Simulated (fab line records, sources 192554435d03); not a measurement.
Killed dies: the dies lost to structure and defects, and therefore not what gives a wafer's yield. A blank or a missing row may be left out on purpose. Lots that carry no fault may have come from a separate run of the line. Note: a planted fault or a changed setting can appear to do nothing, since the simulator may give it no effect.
Split-lot study    flow n5 finfet    on a route of 1938 steps: 7 lots, 21 wafers read

ABOUT THE SPLIT
At N5_BEOL_M13_COAT_04 (resist thk 400 nm), the setting spin rpm was moved away from the recipe's 1625 rpm on 9 of the 21 wafers read, by -9.9% to +11.1%. The other wafers ran this setting at the recipe's value.

The reading comes from the split's own step.

THE READING
coat_of_BEOL_M13_COAT_04.thk nm (the simulator's own value, which no gauge read), in nm, at N5_BEOL_M13_COAT_04 (resist thk 400 nm). No usual value for it is given in the file. The 12 wafers here that ran the recipe average 400.3 nm, standard deviation 0.89 nm.

wafer   tool, chamber at the split  spin rpm as run, rpm  against the recipe  coat_of_BEOL_M13_COAT_04.thk nm, nm  against lot-mates on the recipe
L078.1  litho track-03, 0           1625                  recipe              400.6                                -
L078.3  litho track-03, 0           1565                  -3.7%               407.4                                +6.8
L078.5  litho track-03, 0           1565                  -3.7%               408.2                                +7.6
L081.1  litho track-03, 0           1805                  +11.1%              379.4                                -19.6
L081.2  litho track-03, 0           1625                  recipe              399                                  -
L081.5  litho track-03, 0           1625                  recipe              399                                  -
L088.3  litho track-02, 0           1625                  recipe              402                                  -
L088.5  litho track-02, 0           1625                  recipe              399.6                                -
L088.6  litho track-02, 0           1625                  recipe              401.2                                -
L093.3  litho track-05, 0           1625                  recipe              400.4                                -
L093.5  litho track-05, 0           1625                  recipe              400.2                                -
L093.6  litho track-05, 0           1527                  -6.0%               414                                  +13.7
L094.1  litho track-02, 0           1625                  recipe              401.4                                -
L094.2  litho track-02, 0           1464                  -9.9%               422.4                                +21.4
L094.6  litho track-02, 0           1625                  recipe              400.6                                -
L096.1  litho track-03, 0           1683                  +3.6%               392                                  -7.6
L096.2  litho track-03, 0           1683                  +3.6%               391.8                                -7.8
L096.6  litho track-03, 0           1625                  recipe              399.6                                -
L097.1  litho track-02, 0           1780                  +9.5%               381.6                                -18.8
L097.2  litho track-02, 0           1625                  recipe              400.4                                -
L097.5  litho track-02, 0           1780                  +9.5%               382.4                                -18.0

FIT RESULTS
A straight line over all 21 wafers: coat_of_BEOL_M13_COAT_04.thk nm changes by -2.03 nm for each +1% of spin rpm; r = -0.99; the points scatter about the line by 1.1 nm.
The same after taking each lot's own level away (the mean of its wafers on the recipe; 21 wafers): -1.98 nm for each +1%; r = -1.00; scatter 0.91 nm.
That fit puts the effect of the largest move of spin rpm on the reading at 22 nm.
From 399.00 to 401.00 nm: that is the span of the lots' own levels, equal to 2.3 times the standard deviation above.
The two slopes agree, so the slope changes little with the lot-to-lot level.
Check: -22.5 nm against its lot-mates is what the line predicts for one of the wafers moved furthest among these (+11.1%) when that wafer is left out of the fit. Against them it came out at -19.6 nm.

OTHER SPLITS ON THESE WAFERS
Other splits were also applied to these wafers ahead of the reading. Each is held against what the fit with the lots' levels taken away leaves over:
other split on the same wafers      wafers away from the commonest value  r with coat_of_BEOL_M13_COAT_04.thk nm (lot level and that fit taken away)
N5_BEOL_M8_TRENCH_ETCH_37 source w  5                                     +0.14
N5_BEOL_M10_COAT_59 spin rpm        8                                     -0.11
N5_BEOL_M10_TRENCH_ETCH_37 time s   5                                     -0.11
N5_BEOL_M10_ETCH_41 source w        8                                     -0.39
N5_BEOL_M11_COAT_05 spin rpm        10                                    +0.01
N5_BEOL_M12_SPUTTER_44 time s       4                                     -0.15

FILE'S OWN FIT
coat_of_BEOL_M13_COAT_04.thk nm changes by -1.98 nm for each +1% of spin rpm, r = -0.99.
